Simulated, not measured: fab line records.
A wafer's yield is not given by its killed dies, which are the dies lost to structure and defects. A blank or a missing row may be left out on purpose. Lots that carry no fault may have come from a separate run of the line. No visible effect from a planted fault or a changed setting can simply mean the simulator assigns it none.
8D (eight disciplines) problem report, filled in by code	flow nand-harc	the parts of the form that need people (team, actions taken, sign-off) are left out

1. WHAT WENT WRONG
Wafers without a fault read 120.1 nm, standard deviation 0.45; cd-nm at NHARC_P_GATE_CD_MEAS_26 reads a mean of 129.5 nm on 6 wafers belonging to 2 lots. Measured from the usual mean, that is +21 standard deviations.
The step: target cd 120 nm.
Seen first at day 7 06:05 on cd-sem-01, wafer L920.1. The record has a number at this step for 42 wafers belonging to 14 lots. Rule for "out", or "out of limits": more than 4 standard deviations from the usual mean. The rest of the wafers with a number are treated as sound.

2. WHAT IT IS AND WHAT IT IS NOT
question	is	is not
which readings at this step	cd-nm	-
which lots	L919, L920	L911, L913, L914, L916, L917, L918, L924, L928, L930, L931, L932, L933
which wafers of those lots	all that have a number	-
read on which gauges	cd-sem-01, cd-sem-03	cd-sem-02
when	from day 7 06:05	up to then (18 sound wafers); but 18 sound wafers of L924, L928, L930, L931, L932, L933 came after

3. THE SUSPECTS, EACH WITH WHAT RULES IT OUT
Counting: any tool at a process step up to the reading is kept as a suspect provided that every lot that is out went through it and no sound lot did after the first of them.
- the gauge at NHARC_P_GATE_CD_MEAS_26 has been ruled out. 2 gauges (cd-sem-01, cd-sem-03) read the wafers that are out.
- litho-track-04 at NHARC_P_GATE_PEB_24 (peb time 65 s): ruled out as a lasting fault. After its first lot that is out, L920 (day 7 06:00), sound lots L932 ran on it.
Left after counting: nothing in the record.

4. THE CAUSE (what the simulator had put in)
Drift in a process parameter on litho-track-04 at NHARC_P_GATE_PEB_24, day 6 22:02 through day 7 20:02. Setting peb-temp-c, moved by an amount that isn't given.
It was ruled out by counting, in error; the rule expects a fault to strike all lots run on its tool from its start on, and this fault did not.

5. THE CHAIN OF EFFECTS, in route order
Each row: a reading where the mean over the struck wafers with a number is more than 3 standard deviations away from the usual. Readings are gone through only where the record gives a usual standard deviation; hours: the median, over the lots, of the time from a lot's start at the first step in this table giving one to that lot's start at this step; sigmas: the change measured in usual standard deviations.
hours	step	reading	usual	on struck wafers	change	sigmas
0	NHARC_P_GATE_PEB_24	heater-power-total-W	156.6 W	151.4	-5.2	-13
0	NHARC_P_GATE_PEB_24	plate-temp-C	100.02 C	97.58	-2.44	-17
0	NHARC_P_GATE_CD_MEAS_26	cd-nm	120.1 nm	129.5	+9.4	+21
It contains these process steps:
- NHARC_P_GATE_PEB_24: peb time 65 s.
Later measuring or inspecting steps at which every struck wafer that the step has a row for has a number for every such reading, and none has moved that far: NHARC_P_GATE_INSPECT_28, NHARC_END_SORT_01.

6. HOW IT WOULD HAVE BEEN CAUGHT EARLIER
Counted from the fault's start at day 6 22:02, it took 8 hours until the first out-of-limits reading at a measuring or inspecting step in this record, taken at day 7 06:05.
At NHARC_P_GATE_PEB_24, the tool's own readings (heater-power-total-W, plate-temp-C) were out on each struck wafer the step has a row for, so an alarm limit on them would have fired on the first such wafer.
